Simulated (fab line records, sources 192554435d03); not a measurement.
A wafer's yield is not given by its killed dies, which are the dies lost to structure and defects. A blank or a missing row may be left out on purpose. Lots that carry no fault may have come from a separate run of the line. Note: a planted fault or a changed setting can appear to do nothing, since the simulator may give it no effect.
Chamber matching    flow n5 finfet    4 sister chambers for N5_MOL_CONTACT_COAG_ETCH_110 on rie diel-04
The step etches Si in CF4/O2, target depth 2.5 nm, time 8 s. 14 wafers are shown with their chamber, then 7 later ones without.

## EACH WAFER AND ITS CHAMBER
wafer   chamber  showerhead plenum p Torr (Torr)  drypump motor current A (A)  throttle valve pct (%)
L076.1  2        2.29                             5.6                          10.73
L076.4  3        2.14                             5.5                          10.71
L076.5  1        2.15                             6.2                          11.03
L077.1  1        2.15                             6.1                          11.04
L077.4  0        2.22                             5.8                          10.37
L077.5  3        2.14                             5.5                          10.72
L078.1  1        2.15                             6.2                          11.02
L078.3  0        2.22                             5.8                          10.36
L078.6  2        2.29                             5.6                          10.73
L089.1  2        2.29                             5.6                          10.79
L089.2  1        2.15                             6.1                          11.08
L089.6  2        2.29                             5.6                          10.79
L090.1  1        2.15                             6.2                          11.07
L090.3  2        2.28                             5.6                          10.79

SIGNATURES (means of the wafers above)
reading                   chamber 0  chamber 1  chamber 2  chamber 3  scatter within a chamber
showerhead plenum p Torr  2.2200     2.1500     2.2880     2.1400     0.00283
drypump motor current A   5.800      6.160      5.600      5.500      0.0346
throttle valve pct        10.3650    11.0480    10.7660    10.7150    0.0266
Rule: a wafer's distance from a chamber is the root of the sum, over the readings, of the square of ((its reading less the chamber's mean) divided by the reading's scatter). If the next closest chamber is less than 2 further off than the closest, the wafer can't be placed; otherwise it belongs to the closest. The scatter: the root of (the sum of the squares of (reading less its chamber's mean) over the shown wafers, divided by (wafers less chambers)).

## WAFERS WITH NO CHAMBER GIVEN
wafer   showerhead plenum p Torr (Torr)  drypump motor current A (A)  throttle valve pct (%)
L090.5  2.29                             5.6                          10.79
L094.4  2.14                             6.1                          11.13
L094.5  2.14                             6.2                          11.12
L094.6  2.21                             5.8                          10.45
L097.1  2.13                             5.5                          10.84
L097.4  2.21                             5.8                          10.47
L097.6  2.14                             6.1                          11.12

## WHICH CHAMBER EACH WENT THROUGH
wafer   from the rows above  in truth
L090.5  2                    2
L094.4  1                    1
L094.5  1                    1
L094.6  0                    0
L097.1  3                    3
L097.4  0                    0
L097.6  1                    1
Placed correctly: 7 of 7. Number that these rows cannot place: 0. Placed wrongly: 0.
